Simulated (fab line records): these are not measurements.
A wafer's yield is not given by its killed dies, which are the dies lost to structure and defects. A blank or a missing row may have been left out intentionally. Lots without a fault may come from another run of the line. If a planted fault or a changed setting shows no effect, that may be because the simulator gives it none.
Chamber matching :: flow n5 finfet :: N5_FIN_SAQP_ETCH_67 on rie diel-06: 4 sister chambers
The step etches SiNx in CH3F/O2, target depth 30 nm. 16 wafers are shown with their chamber, then 8 later ones without.

## WAFERS PAIRED WITH THEIR CHAMBERS
wafer: L081.1
chamber: 2
showerhead plenum p Torr (Torr): 1.92
drypump motor current A (A): 5.1
throttle valve pct (%): 16.61

wafer: L081.2
chamber: 1
showerhead plenum p Torr (Torr): 1.90
drypump motor current A (A): 5.9
throttle valve pct (%): 16.84

wafer: L081.5
chamber: 2
showerhead plenum p Torr (Torr): 1.92
drypump motor current A (A): 5.1
throttle valve pct (%): 16.62

wafer: L082.1
chamber: 2
showerhead plenum p Torr (Torr): 1.92
drypump motor current A (A): 5.1
throttle valve pct (%): 16.62

wafer: L082.5
chamber: 1
showerhead plenum p Torr (Torr): 1.90
drypump motor current A (A): 5.9
throttle valve pct (%): 16.87

wafer: L082.6
chamber: 2
showerhead plenum p Torr (Torr): 1.92
drypump motor current A (A): 5.1
throttle valve pct (%): 16.63

wafer: L089.2
chamber: 0
showerhead plenum p Torr (Torr): 1.97
drypump motor current A (A): 5.8
throttle valve pct (%): 16.68

wafer: L089.3
chamber: 3
showerhead plenum p Torr (Torr): 2.13
drypump motor current A (A): 5.8
throttle valve pct (%): 16.11

wafer: L089.5
chamber: 1
showerhead plenum p Torr (Torr): 1.89
drypump motor current A (A): 5.9
throttle valve pct (%): 16.88

wafer: L090.3
chamber: 3
showerhead plenum p Torr (Torr): 2.13
drypump motor current A (A): 5.7
throttle valve pct (%): 16.13

wafer: L090.4
chamber: 0
showerhead plenum p Torr (Torr): 1.97
drypump motor current A (A): 5.8
throttle valve pct (%): 16.70

wafer: L090.5
chamber: 1
showerhead plenum p Torr (Torr): 1.89
drypump motor current A (A): 5.9
throttle valve pct (%): 16.89

wafer: L091.2
chamber: 0
showerhead plenum p Torr (Torr): 1.97
drypump motor current A (A): 5.8
throttle valve pct (%): 16.70

wafer: L091.4
chamber: 2
showerhead plenum p Torr (Torr): 1.91
drypump motor current A (A): 5.1
throttle valve pct (%): 16.67

wafer: L091.6
chamber: 1
showerhead plenum p Torr (Torr): 1.89
drypump motor current A (A): 5.9
throttle valve pct (%): 16.89

wafer: L093.1
chamber: 3
showerhead plenum p Torr (Torr): 2.13
drypump motor current A (A): 5.8
throttle valve pct (%): 16.15

SIGNATURES (averages over the wafers above)
reading: showerhead plenum p Torr
chamber 0: 1.9700
chamber 1: 1.8940
chamber 2: 1.9180
chamber 3: 2.1300
scatter within a chamber: 0.00408

reading: drypump motor current A
chamber 0: 5.800
chamber 1: 5.900
chamber 2: 5.100
chamber 3: 5.767
scatter within a chamber: 0.0236

reading: throttle valve pct
chamber 0: 16.6933
chamber 1: 16.8740
chamber 2: 16.6300
chamber 3: 16.1300
scatter within a chamber: 0.0204
Rule: a wafer lies at a distance from a chamber equal to the root of the sum of squares, over the readings, of (its reading less the chamber's mean, divided by the reading's scatter). If the next closest chamber is less than 2 further off than the closest, the wafer can't be placed; otherwise it belongs to the closest. The scatter is the square root of a quotient: the sum, over the shown wafers, of each reading's squared deviation from its chamber's mean, divided by wafers minus chambers.

## WAFERS MISSING THEIR CHAMBER
wafer: L093.4
showerhead plenum p Torr (Torr): 1.89
drypump motor current A (A): 5.9
throttle valve pct (%): 16.90

wafer: L093.6
showerhead plenum p Torr (Torr): 1.97
drypump motor current A (A): 5.8
throttle valve pct (%): 16.69

wafer: L095.2
showerhead plenum p Torr (Torr): 2.13
drypump motor current A (A): 5.7
throttle valve pct (%): 16.14

wafer: L095.3
showerhead plenum p Torr (Torr): 1.97
drypump motor current A (A): 5.8
throttle valve pct (%): 16.71

wafer: L095.4
showerhead plenum p Torr (Torr): 1.89
drypump motor current A (A): 5.9
throttle valve pct (%): 16.91

wafer: L097.2
showerhead plenum p Torr (Torr): 1.91
drypump motor current A (A): 5.1
throttle valve pct (%): 16.66

wafer: L097.3
showerhead plenum p Torr (Torr): 1.97
drypump motor current A (A): 5.8
throttle valve pct (%): 16.73

wafer: L097.4
showerhead plenum p Torr (Torr): 1.89
drypump motor current A (A): 5.9
throttle valve pct (%): 16.94

## CHAMBER TAKEN BY EACH
wafer: L093.4
from the rows above: 1
in truth: 1

wafer: L093.6
from the rows above: 0
in truth: 0

wafer: L095.2
from the rows above: 3
in truth: 3

wafer: L095.3
from the rows above: 0
in truth: 0

wafer: L095.4
from the rows above: 1
in truth: 1

wafer: L097.2
from the rows above: 2
in truth: 2

wafer: L097.3
from the rows above: 0
in truth: 0

wafer: L097.4
from the rows above: 1
in truth: 1
Correct placement for 8 of the 8. Can't be placed from these rows: 0. Placed wrongly: 0.
